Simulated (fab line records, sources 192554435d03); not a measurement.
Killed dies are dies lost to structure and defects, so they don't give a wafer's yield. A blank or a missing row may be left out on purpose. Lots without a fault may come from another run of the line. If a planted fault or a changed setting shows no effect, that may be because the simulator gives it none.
Problem report, 8D (eight disciplines) form, completed by code || flow n5Finfet || the parts of the form that need people (team, actions taken, sign-off) are left out

== 1. WHAT IS WRONG ==
Mean of spinSpeedRpm at N5_BEOL_M13_COAT_66: 1674.0 rpm across 6 wafers in 2 lots; on wafers with no fault it is 1500.0 rpm (standard deviation 0.96). So: +99 or more standard deviations from the usual mean.
The step: time 60 s, resist thk 110 nm.
First observed at day 16 06:50: wafer L422.2, on lithoTrack-05. Wafers with a number at this step in the record: 12, from 4 lots. By rule, "out" or "out of limits" means more than 4 standard deviations away from the usual mean. The other wafers with a number count as sound.

== 2. WHAT IT IS, WHAT IT ISN'T ==
{"question": "which readings at this step", "is": "spinSpeedRpm", "is not": "exhaustPa"}
{"question": "which lots", "is": "L422, L423", "is not": "L409, L429"}
{"question": "which wafers of those lots", "is": "all that have a number", "is not": "-"}
{"question": "read on which tools", "is": "lithoTrack-05", "is not": "lithoTrack-03"}
{"question": "when", "is": "from day 16 06:50", "is not": "up to then (3 sound wafers); but 3 sound wafers of L429 came after"}

== 3. WHAT RULES OUT EACH SUSPECT ==
Counting: a tool stays on the suspect list if, at a process step up to the reading, it processed all lots that are out and no sound lot following the first of them.
- lithoTrack-05 at N5_BEOL_M13_COAT_66 (time 60 s, resist thk 110 nm): kept. Every lot that is out went through it, starting with L422 (day 16 06:50), and after that it ran no sound lot; the last sound lot it ran before then is L409 (day 12 01:22). On those wafers its own readings are out: spinSpeedRpm.
Remaining after the count: lithoTrack-05 at N5_BEOL_M13_COAT_66.

== 4. THE CAUSE (what the simulator had put in) ==
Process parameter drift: lithoTrack-05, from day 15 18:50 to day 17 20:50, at N5_BEOL_M13_COAT_66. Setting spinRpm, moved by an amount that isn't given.
This tool alone remained once counting was done.

== 5. SEQUENCE OF EFFECTS, ordered by route ==
One row per reading whose mean, taken over the struck wafers that have a number, lies over 3 standard deviations from the usual. Only readings for which the record gives a usual standard deviation are gone through. hours: the time from each lot's start at the first step in this table that gives one to its start at this step, as a median over the lots. sigmas: the change in usual standard deviations.
{"hours": 0, "step": "N5_BEOL_M13_COAT_66", "reading": "spinSpeedRpm", "usual": "1500.0 rpm", "on struck wafers": 1674.0, "change": "+174.0", "sigmas": "+99 or more"}
Process steps it contains:
- N5_BEOL_M13_COAT_66: time 60 s, resist thk 110 nm.

== 6. WHAT WOULD HAVE CAUGHT IT SOONER ==
First out-of-limits reading in this record: day 16 06:50, which is 12 hours after fault onset at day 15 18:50.
